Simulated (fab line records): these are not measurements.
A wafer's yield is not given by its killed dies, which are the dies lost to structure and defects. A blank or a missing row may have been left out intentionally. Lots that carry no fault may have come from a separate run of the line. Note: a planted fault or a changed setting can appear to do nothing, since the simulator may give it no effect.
Split-lot trial	flow n5-finfet	on a route of 1938 steps: 7 lots, 21 wafers read

ON THE SPLIT
At N5_BEOL_M9_ETCH_66 (etches SOC in N2/H2, target depth 80 nm, overetch 16 nm, time 120 s), the setting time-s was moved away from the recipe's 120 s on 9 of the 21 wafers read, by -22.5% to +21.8%. For the rest of the wafers, this setting stayed at what the recipe calls for.

The reading comes from the split's own step.

THE READING
SiARC_of_BEOL_M9_COAT_64.thk-nm (the simulator's own value, which no gauge read), in nm, at N5_BEOL_M9_ETCH_66 (etches SOC in N2/H2, target depth 80 nm, overetch 16 nm, time 120 s). There is no usual value for it anywhere in the file. The 12 wafers here that ran the recipe average 6.5 nm, standard deviation 0.19 nm.

wafer	tool, chamber at the split	time-s as run, s	against the recipe	SiARC_of_BEOL_M9_COAT_64.thk-nm, nm	against lot-mates on the recipe
L074.2	rie-diel-03, 0	120	recipe	6.6	-
L074.3	rie-diel-03, 1	112.4	-6.3%	6.8	+0.2
L074.4	rie-diel-03, 3	112.4	-6.3%	7	+0.4
L075.2	rie-diel-05, 0	131.4	+9.5%	5.8	-0.6
L075.3	rie-diel-05, 2,3	120	recipe	6.4	-
L075.6	rie-diel-05, 2,3	120	recipe	6.4	-
L077.1	rie-diel-03, 3	120	recipe	6.8	-
L077.5	rie-diel-03, 3	120	recipe	6.8	-
L077.6	rie-diel-03, 0	120	recipe	6.6	-
L078.1	rie-diel-05, 1	120	recipe	6.4	-
L078.6	rie-diel-05, 1	120	recipe	6.4	-
L078.3	rie-diel-05, 0	120	recipe	6.2	-
L088.2	rie-diel-03, 1	120	recipe	6.4	-
L088.4	rie-diel-03, 3	94.15	-21.5%	7.8	+1.4
L088.5	rie-diel-03, 2	94.15	-21.5%	7.6	+1.2
L095.1	rie-diel-05, 1	120	recipe	6.6	-
L095.3	rie-diel-05, 0	93.02	-22.5%	7.8	+1.2
L095.5	rie-diel-05, 0	93.02	-22.5%	7.8	+1.2
L096.1	rie-diel-01, 0	146.1	+21.8%	5.2	-1.0
L096.3	rie-diel-01, 1	120	recipe	6.2	-
L096.5	rie-diel-01, 0	146.1	+21.8%	5.4	-0.8
If several chambers appear in one row, that row covers several wafers at once and the file leaves open which wafer was in which chamber.

FIT RESULTS
A straight line over all 21 wafers: SiARC_of_BEOL_M9_COAT_64.thk-nm changes by -0.0571 nm for each +1% of time-s; r = -0.97; the points scatter about the line by 0.17 nm.
The same after taking each lot's own level away (the mean of its wafers on the recipe; 21 wafers): -0.0514 nm for each +1%; r = -0.98; scatter 0.12 nm.
The reading moves by 1.2 nm for the largest change in time-s, on that fit.
From 6.20 to 6.73 nm: that is the span of the lots' own levels, equal to 2.8 times the standard deviation above.
So the slope is not independent of the lot-to-lot level: the two fits are not the same.
Check: +1.19 nm against its lot-mates is what the line predicts for one of the wafers moved furthest among these (-22.5%) when that wafer is left out of the fit. It came out at +1.2 nm against them.

ADDITIONAL SPLITS CARRIED BY THESE WAFERS
These wafers also went through other splits before the reading. Each is held against what the fit with the lots' levels taken away leaves over:
other split on the same wafers	wafers away from the commonest value	r with SiARC_of_BEOL_M9_COAT_64.thk-nm (lot level and that fit taken away)
N5_BEOL_M4_EXPOSE_25 dose-mj	9	-0.03
N5_BEOL_M4_ALD_98 ald-cycles	7	+0.14
N5_BEOL_M5_ETCH_72 bias-w	8	+0.12
N5_BEOL_M5_COAT_22 spin-rpm	4	-0.11
N5_BEOL_M5_TRENCH_ETCH_37 bias-w	9	-0.34
N5_BEOL_M5_ETCH_41 source-w	7	-0.12
N5_BEOL_M7_ETCH_41 source-w	5	+0.13
N5_BEOL_M8_ETCH_65 source-w	8	+0.20
N5_BEOL_M9_ETCH_65 bias-w	4	+0.28

THE FILE'S OWN FIT
SiARC_of_BEOL_M9_COAT_64.thk-nm changes by -0.0522 nm for each +1% of time-s, r = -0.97.
